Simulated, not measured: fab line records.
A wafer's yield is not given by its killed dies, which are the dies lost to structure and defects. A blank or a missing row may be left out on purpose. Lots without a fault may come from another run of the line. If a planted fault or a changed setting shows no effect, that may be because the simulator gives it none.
Which tool was responsible? | flow n5 finfet | 8 lots, 24 wafers sampled, at 6 steps of a route of 1938

WHAT THE GAUGES READ, wafer by wafer
N5_FIN_SAQP_INSPECT_18: inspects for defects (brightfield). Usual: raw defect count at 440, with a standard deviation of 130.
lot  | measured    | on                | raw defect count | flag
L319 | day 2 15:38 | defect inspect-02 | 398 441 466      |
L323 | day 3 17:09 | defect inspect-02 | 338 320 320      |
L324 | day 3 23:35 | defect inspect-02 | 423 447 385      |
L327 | day 4 16:54 | defect inspect-02 | 334 295 236      |
L330 | day 5 11:07 | defect inspect-02 | 497 387 439      |
L335 | day 6 16:20 | defect inspect-01 | 408 253 427      |
L337 | day 7 04:02 | defect inspect-02 | 358 406 355      |
L339 | day 7 17:28 | defect inspect-02 | 534 440 503      |

N5_FIN_SAQP_CD_MEAS_27: the cd target is 20 nm. Usual: cd nm at 20.38 nm, with a standard deviation of 0.25.
lot  | measured    | on        | cd nm (nm)        | flag
L319 | day 2 18:11 | cd sem-01 | 19.80 20.21 20.40 |
L323 | day 3 19:21 | cd sem-01 | 20.69 20.30 20.46 |
L324 | day 4 01:41 | cd sem-02 | 20.21 20.38 20.34 |
L327 | day 4 19:51 | cd sem-02 | 20.46 15.65 15.63 | OFF
L330 | day 5 13:19 | cd sem-02 | 16.04 20.71 15.84 | OFF
L335 | day 6 18:23 | cd sem-01 | 20.37 20.50 20.25 |
L337 | day 7 06:45 | cd sem-03 | 20.40 20.28 20.68 |
L339 | day 7 19:44 | cd sem-03 | 20.09 20.57 20.88 |

N5_BEOL_M4_RC_MEAS_101. Usual: DIBL_N 36.0 mV/V, standard deviation 2.5; DIBL_P 36.7 mV/V, standard deviation 3; IOFF_N 0.16 nA/um, standard deviation 0.043; IOFF_P 0.21 nA/um, standard deviation 0.049; ION_N 673 uA/um, standard deviation 15; ION_P 461 uA/um, standard deviation 9.8; SS_N 71.5 mV/dec, standard deviation 0.83; SS_P 73.4 mV/dec, standard deviation 0.83; VT_N 250 mV, standard deviation 4; VT_P -251 mV, standard deviation 4.
lot  | measured     | on        | DIBL_N (mV/V)  | DIBL_P (mV/V)  | IOFF_N (nA/um) | IOFF_P (nA/um) | ION_N (uA/um) | ION_P (uA/um) | SS_N (mV/dec)  | SS_P (mV/dec)  | VT_N (mV)   | VT_P (mV)      | flag
L319 | day 8 17:45  | prober-02 | 40.0 35.5 40.0 | 40.1 35.4 41.3 | 0.22 0.14 0.24 | 0.28 0.20 0.32 | 691 664 700   | 467 455 482   | 72.0 71.4 72.0 | 73.9 73.4 73.7 | 243 251 242 | -243 -251 -243 |
L323 | day 9 20:40  | prober-02 | 30.3 31.6 36.3 | 32.5 34.5 39.7 | 0.10 0.12 0.23 | 0.14 0.16 0.26 | 645 651 681   | 441 453 464   | 71.2 70.9 73.6 | 71.8 72.6 73.7 | 256 252 244 | -257 -254 -246 |
L324 | day 10 00:22 | prober-01 | 38.4 35.0 36.9 | 38.0 35.9 38.2 | 0.19 0.13 0.16 | 0.23 0.19 0.23 | 673 665 664   | 462 456 460   | 72.0 71.3 72.0 | 74.1 73.1 74.3 | 252 254 252 | -251 -253 -250 |
L327 | day 11 02:02 | prober-02 | 39.5           | 40.3           | 0.23           | 0.28           | 685           | 460           | 72.8           | 74.4           | 245         | -247           |
L330 | day 11 03:49 | prober-01 | 34.5           | 32.9           | 0.13           | 0.18           | 668           | 462           | 70.4           | 72.5           | 251         | -251           |
L335 | day 13 00:16 | prober-02 | 33.7 35.5 37.5 | 35.3 37.1 38.7 | 0.12 0.15 0.17 | 0.17 0.19 0.20 | 674 679 666   | 458 461 445   | 71.4 71.3 72.2 | 72.8 73.7 74.1 | 255 250 253 | -256 -253 -252 |
L337 | day 13 17:27 | prober-01 | 36.2 35.2 38.7 | 37.5 35.9 40.4 | 0.17 0.15 0.22 | 0.23 0.21 0.29 | 690 686 685   | 470 475 466   | 71.2 71.5 72.0 | 73.6 72.8 74.1 | 246 250 244 | -248 -248 -246 |
L339 | day 14 13:20 | prober-01 | 35.6 37.2 35.3 | 36.6 38.3 36.1 | 0.14 0.17 0.13 | 0.17 0.19 0.16 | 672 683 650   | 454 463 445   | 71.1 71.8 70.9 | 72.9 73.6 73.2 | 252 251 254 | -256 -254 -258 |

WHICH TOOL RAN EACH LOT (tool, then ch and the chambers of the sampled wafers, then the start)
lot  | N5_FIN_SAQP_ETCH_51               | N5_FIN_SAQP_SPACER1_ALD_24       | N5_FIN_SAQP_ETCH_57
L319 | rie diel-04 ch 0,1, day 2 15:42   | ald sin-01 ch 0,1,2, day 2 17:16 | rie diel-06 ch 2,3, day 2 18:25
L323 | rie diel-04 ch 0,2, day 3 17:13   | ald sin-02 ch 1,2, day 3 18:17   | rie diel-05 ch 2,3, day 3 19:29
L324 | rie diel-05 ch 0,1,3, day 3 23:40 | ald sin-02 ch 1,2, day 4 00:43   | rie diel-04 ch 0,1,2, day 4 01:44
L327 | rie diel-05 ch 0,1,2, day 4 17:06 | ald sin-02 ch 1,2,3, day 4 18:56 | rie diel-05 ch 0,3, day 4 19:54
L330 | rie diel-04 ch 0,3, day 5 11:15   | ald sin-02 ch 0,3, day 5 12:24   | rie diel-04 ch 0,1, day 5 13:38
L335 | rie diel-05 ch 0,1,2, day 6 16:25 | ald sin-01 ch 0,3, day 6 17:28   | rie diel-05 ch 0,2, day 6 18:26
L337 | rie diel-05 ch 0,1,2, day 7 04:06 | ald sin-04 ch 2,3, day 7 05:43   | rie diel-05 ch 0,2, day 7 07:01
L339 | rie diel-05 ch 0,2, day 7 17:32   | ald sin-01 ch 0,1,2, day 7 18:49 | rie diel-05 ch 1,2, day 7 19:47
- N5_FIN_SAQP_ETCH_51: etches SiARC in CF4, target depth 45.5 nm, time 75.8 s.
- N5_FIN_SAQP_SPACER1_ALD_24: deposits SiO2, target thk 20.3 nm, pulse time 1 s, purge time 2 s.
- N5_FIN_SAQP_ETCH_57: etches SiNx in CH3F/O2, target depth 32.5 nm, time 46.4 s.

AS READ BY THE TOOLS THEMSELVES (means over the sampled wafers that have a number; for cases with no such wafer, the mark the record gives instead)
N5_FIN_SAQP_ETCH_51. Usual: drypump motor current A 5.7 A (standard deviation 0.4); etch rf on time s 75.2 s (standard deviation 2); mfc ar sccm 99.98 sccm (standard deviation 0.3); oes product au 0.65 a.u. (standard deviation 0.074); rf vpp V 183.6 V (standard deviation 1.3); showerhead plenum p Torr 2.11 Torr (standard deviation 0.065); throttle valve pct 15.56 % (standard deviation 0.26).
lot  | tool        | drypump motor current A (A) | etch rf on time s (s) | mfc ar sccm (sccm) | oes product au (a.u.) | rf vpp V (V) | showerhead plenum p Torr (Torr) | throttle valve pct (%) | flag
L319 | rie diel-04 | 5.4                         | 76.4                  | 99.48              | 0.63                  | 182.1        | 2.06                            | 15.42                  |
L323 | rie diel-04 | 5.7                         | 75.7                  | 99.82              | 0.62                  | 184.3        | 2.11                            | 15.56                  |
L324 | rie diel-05 | 5.8                         | 74.8                  | 99.88              | 0.67                  | 184.0        | 2.09                            | 15.60                  |
L327 | rie diel-05 | 5.6                         | 75.0                  | 100.40             | 0.68                  | 183.2        | 2.13                            | 15.52                  |
L330 | rie diel-04 | 5.4                         | 74.9                  | 99.92              | 0.74                  | 183.0        | 2.08                            | 15.24                  |
L335 | rie diel-05 | 5.6                         | 76.1                  | 99.91              | 0.66                  | 183.7        | 2.13                            | 15.56                  |
L337 | rie diel-05 | 5.6                         | 75.3                  | 100.04             | 0.66                  | 184.0        | 2.12                            | 15.56                  |
L339 | rie diel-05 | 5.3                         | 76.8                  | 100.04             | 0.60                  | 184.1        | 2.16                            | 15.69                  |

N5_FIN_SAQP_SPACER1_ALD_24. Usual: heater power w 473 W, standard deviation 47; precursor pulse height rel 1.002, standard deviation 0.02.
lot  | tool       | heater power w (W) | precursor pulse height rel | flag
L319 | ald sin-01 | 466                | 0.986                      |
L323 | ald sin-02 | 479                | 0.996                      |
L324 | ald sin-02 | 475                | 1.000                      |
L327 | ald sin-02 | 474                | 0.968                      |
L330 | ald sin-02 | 457                | 1.003                      |
L335 | ald sin-01 | 417                | 0.989                      |
L337 | ald sin-04 | 477                | 1.013                      |
L339 | ald sin-01 | 452                | 0.993                      |

N5_FIN_SAQP_ETCH_57. Usual: CH3F_flow_sccm 30.01 sccm, standard deviation 0.091; drypump motor current A 5.7 A, standard deviation 0.42; etch rf on time s 46.3 s, standard deviation 1.3; mfc ar sccm 150.0 sccm, standard deviation 0.44; oes product au 0.65 a.u., standard deviation 0.08; rf vpp V 294 V, standard deviation 5.9; showerhead plenum p Torr 1.97 Torr, standard deviation 0.063; throttle valve pct 16.32 %, standard deviation 0.26.
lot  | tool        | CH3F_flow_sccm (sccm) | drypump motor current A (A) | etch rf on time s (s) | mfc ar sccm (sccm) | oes product au (a.u.) | rf vpp V (V) | showerhead plenum p Torr (Torr) | throttle valve pct (%) | flag
L319 | rie diel-06 | 30.01                 | 6.1                         | 44.3                  | 150.0              | 0.79                  | 291          | 1.93                            | 16.06                  |
L323 | rie diel-05 | 29.97                 | 5.4                         | 46.7                  | 149.9              | 0.60                  | 289          | 2.03                            | 16.51                  |
L324 | rie diel-04 | 30.00                 | 5.5                         | 46.6                  | 150.1              | 0.63                  | 291          | 1.97                            | 16.20                  |
L327 | rie diel-05 | 29.93                 | 5.6                         | 47.5                  | 150.4              | 0.58                  | 292          | 1.96                            | 16.64                  |
L330 | rie diel-04 | 29.99                 | 5.3                         | 48.3                  | 150.0              | 0.61                  | 292          | 1.91                            | 16.09                  |
L335 | rie diel-05 | 30.03                 | 5.3                         | 46.5                  | 149.7              | 0.61                  | 298          | 2.03                            | 16.40                  |
L337 | rie diel-05 | 29.99                 | 5.3                         | 47.0                  | 149.9              | 0.60                  | 296          | 2.03                            | 16.41                  |
L339 | rie diel-05 | 30.06                 | 5.4                         | 48.0                  | 150.1              | 0.65                  | 294          | 2.04                            | 16.23                  |

THE ANSWER, worked out from the rows above alone
Rule: a lot is off if the mean of its wafers that have a number lies more than 3 standard deviations from the usual mean. A lot without any number at a reading at which 4 lots or more have one is off too. The other lots that the step has rows for count as sound. First the gauges in route order, then the tools' own readings, where a lot's mean is used as printed above. At the first step where some lot is off, the reading lying furthest off is the one used; lots without a number count as furthest.
Off, at N5_FIN_SAQP_CD_MEAS_27 on cd nm: L327, L330.
If a tool, at a process step before that reading, ran all the lots that are off and no sound lot after the first of them, it fits. The gauges at N5_FIN_SAQP_CD_MEAS_27 are tried like those tools. This does not decide it: 2 tools fit, namely ald sin-02 at N5_FIN_SAQP_SPACER1_ALD_24 and cd sem-02 at N5_FIN_SAQP_CD_MEAS_27.

WHAT THE SIMULATOR HAD PUT IN
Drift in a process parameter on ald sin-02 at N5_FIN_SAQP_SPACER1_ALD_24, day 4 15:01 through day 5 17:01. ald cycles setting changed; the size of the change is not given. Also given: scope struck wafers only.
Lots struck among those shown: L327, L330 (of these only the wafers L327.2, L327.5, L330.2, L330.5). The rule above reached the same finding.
